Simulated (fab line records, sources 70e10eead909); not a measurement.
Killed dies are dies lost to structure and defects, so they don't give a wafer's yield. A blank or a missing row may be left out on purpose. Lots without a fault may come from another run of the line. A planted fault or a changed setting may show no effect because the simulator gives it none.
One fault seen from 2 desks | flow nand_harc | each desk has only its own numbers; what lay behind them comes last

THE METROLOGY DESK
What the gauges read, lot by lot, whatever tool the lot ran on: means of the sampled wafers that have a number. A lot is out of limits, marked OUT, if its mean lies more than 4 standard deviations from the usual mean; the brackets give that distance.
Columns: A = cd_nm at NHARC_A_BONDPAD_CD_MEAS_09, usual 500.0 nm; B = overlay_x_nm at NHARC_A_BONDPAD_OVL_MEAS_35, usual 0 nm; C = overlay_y_nm at NHARC_A_BONDPAD_OVL_MEAS_35, usual 1 nm
lot  | first seen here | A     | B  | C
L968 | day 24 05:37    | 499.1 | -7 | -8
L970 | day 24 06:10    | 499.4 | 3  | -3
L972 | day 24 07:39    | 499.5 | -4 | 2
L983 | day 25 20:37    | 498.0 | -1 | -8
L985 | day 26 22:23    | 500.6 | -2 | -5
This desk's finding: nothing out of limits on any of the 5 lots.

THE TOOL OWNER'S DESK: rie_diel-07
The tool's own readings at NHARC_A_BONDPAD_ETCH_34 (etches the open film in N2/H2, target depth 60 nm, overetch 18 nm, time 65.91 s): means of the sampled wafers that have a number, for each lot that ran on this tool. A lot is out of limits, marked OUT, if its mean lies more than 4 standard deviations from the usual mean; the brackets give that distance.
Columns: A = drypump_motor_current_A at NHARC_A_BONDPAD_ETCH_34, usual 5.6 A; B = oes_product_au at NHARC_A_BONDPAD_ETCH_34, usual 1.000 a.u.; C = rf_vpp_V at NHARC_A_BONDPAD_ETCH_34, usual 432.0 V; D = run_length_s at NHARC_A_BONDPAD_ETCH_34, usual 87.2 s; E = showerhead_plenum_p_Torr at NHARC_A_BONDPAD_ETCH_34, usual 2.09 Torr; F = throttle_valve_pct at NHARC_A_BONDPAD_ETCH_34, usual 14.170 %
lot  | first seen here | A   | B     | C     | D              | E    | F
L968 | day 24 05:55    | 5.5 | 1.002 | 433.0 | 87.5           | 2.14 | 14.166
L970 | day 24 06:28    | 5.5 | 1.000 | 433.1 | 87.1           | 2.12 | 14.158
L972 | day 24 07:58    | 5.6 | 1.005 | 432.7 | 87.4           | 2.14 | 14.174
L983 | day 25 20:55    | 5.0 | 1.004 | 432.3 | 65.4 (-59) OUT | 2.10 | 14.160
This desk's finding: out of limits on L983; first on L983, day 25 20:55 (run_length_s at NHARC_A_BONDPAD_ETCH_34). In limits: L968, L970, L972.

PUT TOGETHER
The tool owner's desk could have raised an alarm at day 25 20:55, on L983.
The metrology desk saw nothing out of limits.
The metrology desk has L983 on record, within its limits.
Of the lots named, all ran NHARC_A_BONDPAD_ETCH_34 on rie_diel-07.

WHAT THE SIMULATOR HAD PUT IN
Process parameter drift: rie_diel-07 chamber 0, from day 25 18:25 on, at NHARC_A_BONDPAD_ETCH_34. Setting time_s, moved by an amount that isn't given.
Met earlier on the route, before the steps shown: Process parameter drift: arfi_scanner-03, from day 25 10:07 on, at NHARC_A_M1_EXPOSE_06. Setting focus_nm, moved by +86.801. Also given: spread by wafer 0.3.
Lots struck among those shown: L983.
Hours from the fault's start to each desk's first reading out of limits: the tool owner's desk, 3.
